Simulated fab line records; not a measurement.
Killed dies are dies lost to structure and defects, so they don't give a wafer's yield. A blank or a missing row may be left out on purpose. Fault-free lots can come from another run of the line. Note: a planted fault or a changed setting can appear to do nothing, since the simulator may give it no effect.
A lot that was struck, set against a sound lot | flow n5_finfet | 15 steps out of a route of 1938
Sound: wafers L968.4, L968.5, L968.6. Struck: wafers L976.1, L976.5, L976.6. The cause is given at the end.
At each step with rows: each side's tool, then ch and its chambers, then its first start. Under that, the readings that differ: sound wafers | struck wafers | difference of the means | sigmas: that difference in standard deviations of wafers without a fault.
alike: a reading whose means differ by less than 2 such deviations, as well as words and numbers matching on both sides. not compared: withheld readings; readings where some wafer has no value; bounds like >300 that might hide an equal value; numbers whose values overlap and for which the record gives no deviation.
Wherever a step has rows on one side only, a row that says differs or no value, or a row with sigmas, the two part there. Non-overlapping numbers with no deviation appear without sigmas and do not part them. A reading missing from all wafers of one side parts the sides only when that side holds two or more wafers.

first, 2 steps without rows for these wafers: N5_BEOL_M11_PEB_26 (peb time 60 s); N5_BEOL_M11_DEVELOP_27 (develop time 30 s).
N5_BEOL_M11_CD_MEAS_28 targets a cd of 70 nm.
  sound on cd_sem-01 ch 0, day 18 17:07; struck on cd_sem-02 ch 0, day 21 16:20
  alike: cd_nm
N5_BEOL_M11_OVL_MEAS_29:
  sound on overlay-02 ch 0, day 18 17:08; struck on overlay-01 ch 0, day 21 16:22
  alike: V10_OVL
N5_BEOL_M11_INSPECT_30: inspects for defects (brightfield).
  struck on defect_inspect-02, day 21 16:23; sound on defect_inspect-01, day 18 17:10
  alike: raw_defect_count
N5_BEOL_M11_DESCUM_33: chemistry O2, time 7.9 s.
  sound on rie_diel-04 ch 2,3, day 18 17:11; struck on rie_diel-04 ch 0,1, day 21 16:26
  reading                | sound             | struck            | difference | sigmas
  throttle_valve_pct (%) | 20.05 20.09 20.07 | 20.62 20.63 20.51 | +0.52      | +3
  alike: drypump_motor_current_A, oes_product_au, rf_vpp_V, showerhead_plenum_p_Torr
  not compared: rf_hours_counter_h
N5_BEOL_M11_ETCH_65: etches SiARC in CF4, target depth 39 nm, time 65 s.
  sound on rie_diel-04 ch 2,3, day 18 17:14; struck on rie_diel-04 ch 0,1, day 21 16:28
  reading                | sound             | struck            | difference | sigmas
  throttle_valve_pct (%) | 15.29 15.58 15.30 | 15.83 15.82 15.60 | +0.36      | +2
  alike: bias_w, drypump_motor_current_A, etch_rf_on_time_s, oes_product_au, rf_vpp_V, showerhead_plenum_p_Torr
  not compared: rf_hours_counter_h
N5_BEOL_M11_ETCH_66: etches SOC in N2/H2, target depth 120 nm, overetch 24 nm, time 180 s.
  sound on rie_diel-04 ch 2,3, day 18 17:17; struck on rie_diel-04 ch 0,1, day 21 16:31
  alike: bias_w, drypump_motor_current_A, oes_product_au, rf_vpp_V, showerhead_plenum_p_Torr, throttle_valve_pct
  not compared: rf_hours_counter_h
then, 1 step without rows for these wafers: N5_BEOL_M11_STRIP_69 (strips in N2/H2).
N5_BEOL_M11_VIA_ETCH_34: etches SiCOH lowk in C4F6/O2, target depth 184.5 nm, time 69.2 s.
  sound on rie_diel-04 ch 2,3, day 18 17:24; struck on rie_diel-04 ch 0,1, day 21 16:38
  reading                | sound             | struck            | difference | sigmas
  throttle_valve_pct (%) | 20.65 20.76 20.64 | 21.24 21.25 21.05 | +0.50      | +3
  alike: bias_w, drypump_motor_current_A, oes_product_au, rf_vpp_V, showerhead_plenum_p_Torr
  not compared: rf_hours_counter_h
then, 2 steps without rows for these wafers: N5_BEOL_M11_STRIP_73 (strips in C4F6/O2); N5_BEOL_M11_STRIP_36 (strips in N2/H2).
N5_BEOL_M11_TRENCH_ETCH_37: etches SiCOH lowk in C4F6/O2, target depth 148.83 nm, time 48 s.
  sound on rie_diel-04 ch 2,3, day 18 17:30; struck on rie_diel-04 ch 0,1, day 21 16:44
  reading                | sound             | struck            | difference | sigmas
  bias_w (W)             | 185.9 185.7 185.7 | 169.8 169.9 169.9 | -15.9      | -28
  rf_vpp_V (V)           | 667 696 667       | 634 631 641       | -41        | -3
  throttle_valve_pct (%) | 20.66 20.78 20.67 | 21.25 21.23 21.07 | +0.48      | +3
  alike: drypump_motor_current_A, oes_product_au, showerhead_plenum_p_Torr
  not compared: rf_hours_counter_h, model.BEOL_M11.feature_depth_nm, model.etch.depth_nm
N5_BEOL_M11_ETCH_41: etches SiCN in CH3F/O2, target depth 42.6 nm, time 86 s.
  sound: rie_diel-04 ch 2,3; struck: rie_diel-04 ch 0,1
  reading                | sound             | struck            | difference | sigmas
  throttle_valve_pct (%) | 16.00 16.26 15.99 | 16.59 16.60 16.36 | +0.43      | +2
  alike: bias_w, drypump_motor_current_A, oes_product_au, rf_vpp_V, showerhead_plenum_p_Torr
  not compared: rf_hours_counter_h
-- the record jumps here: 2 days lie between the struck wafers' starts before and after (it left off in module BEOL_M11 and takes up again in module PASSIVATION, whose first step shown is number 1936 of the route) --
N5_PASSIVATION_PROBE_49:
  struck on prober-02, day 23 18:11; sound on prober-01, day 20 18:21
  reading            | sound    | struck   | difference | sigmas
  killed_at_contacts | 7 6 9    | 13 29 31 | +17        | +3
  killed_open        | 58 52 48 | 83 90 72 | +29        | +2
  alike: defect_limited_yield, killed_at_M0_to_M3, killed_at_M4_up, killed_at_front_end, killed_at_other, killed_dies, killed_short, sort_bin_5_function, sort_bin_6_memory, sort_bin_8_speed, sort_n_pass, sort_yield_pct

## WHERE THEY PART
First at N5_BEOL_M11_DESCUM_33; last, within this record, at N5_PASSIVATION_PROBE_49.

WHY: the cause the simulator had injected
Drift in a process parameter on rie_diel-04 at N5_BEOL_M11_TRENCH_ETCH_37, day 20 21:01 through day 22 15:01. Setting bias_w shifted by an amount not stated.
